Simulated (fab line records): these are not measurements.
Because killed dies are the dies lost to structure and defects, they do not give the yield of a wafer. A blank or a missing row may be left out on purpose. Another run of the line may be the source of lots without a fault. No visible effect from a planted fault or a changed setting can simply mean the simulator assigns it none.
Which tool is to blame? | flow n5-finfet | Sampling: 10 lots, 30 wafers, 3 of 1938 route steps

== WHAT EACH GAUGE READ, for each wafer ==
N5_MOL_CONTACT_COAG_INSPECT_42: inspects for defects (brightfield).
lot  | measured     | on                | raw-defect-count
L994 | day 5 15:39  | defect-inspect-02 | 227 245 257
L995 | day 5 19:17  | defect-inspect-02 | 211 234 294
L999 | day 6 20:17  | defect-inspect-01 | 155 143 206
L100 | day 6 23:42  | defect-inspect-02 | 156 110 172
L106 | day 8 08:08  | defect-inspect-01 | 251 275 296
L110 | day 9 09:41  | defect-inspect-02 | 221 237 211
L112 | day 9 21:22  | defect-inspect-02 | 231 174 152
L113 | day 10 04:26 | defect-inspect-01 | 140 129 116
L114 | day 10 12:05 | defect-inspect-01 | 193 168 120
L116 | day 10 21:37 | defect-inspect-01 | 194 184 110

== EACH LOT AND THE TOOL THAT RAN IT (in order: tool; ch and the chambers of the sampled wafers; start) ==
lot  | N5_MOL_CONTACT_COAG_ALD_123       | N5_MOL_CONTACT_COAG_COAT_64
L994 | ald-sin-01 ch 0,3, day 5 13:07    | litho-track-01 ch 0, day 5 15:10
L995 | ald-sin-02 ch 0,1,3, day 5 17:06  | litho-track-05 ch 0, day 5 18:55
L999 | ald-sin-03 ch 0,3, day 6 17:52    | litho-track-01 ch 0, day 6 19:48
L100 | ald-sin-03 ch 0,1,2, day 6 19:46  | litho-track-01 ch 0, day 6 23:13
L106 | ald-sin-01 ch 2,3, day 8 05:56    | litho-track-05 ch 0, day 8 07:46
L110 | ald-sin-01 ch 0,2,3, day 9 07:17  | litho-track-04 ch 0, day 9 09:19
L112 | ald-sin-01 ch 0,1,3, day 9 18:48  | litho-track-05 ch 0, day 9 20:52
L113 | ald-sin-02 ch 0,1,3, day 10 01:50 | litho-track-04 ch 0, day 10 04:05
L114 | ald-sin-03 ch 0,1,2, day 10 09:44 | litho-track-01 ch 0, day 10 11:36
L116 | ald-sin-02 ch 0,2,3, day 10 19:19 | litho-track-05 ch 0, day 10 21:16
- N5_MOL_CONTACT_COAG_ALD_123: deposits SiNx, target thk 5 nm, pulse time 1 s, purge time 2 s.
- N5_MOL_CONTACT_COAG_COAT_64: time 60 s, resist thk 10 nm.

== THE ANSWER, worked out from the rows above alone ==
Rule: usual is defined by the lots themselves. The widest of any qualifying gaps counts: lots, ordered by their means at a reading, are off when they make up no more than a third of the lots, leave a main group of 4 or more, and stand apart from it by 3 or more times the standard deviation of that group's means. The tables above print the reading to a certain number of digits; a main group whose means all agree to those digits is not used. A lot without any number at a reading at which 4 lots or more have one is off too. The other lots that the step has rows for count as sound.
Nothing can be told from this: no lot is off at any reading shown.

== WHAT THE SIMULATOR HAD INSERTED ==
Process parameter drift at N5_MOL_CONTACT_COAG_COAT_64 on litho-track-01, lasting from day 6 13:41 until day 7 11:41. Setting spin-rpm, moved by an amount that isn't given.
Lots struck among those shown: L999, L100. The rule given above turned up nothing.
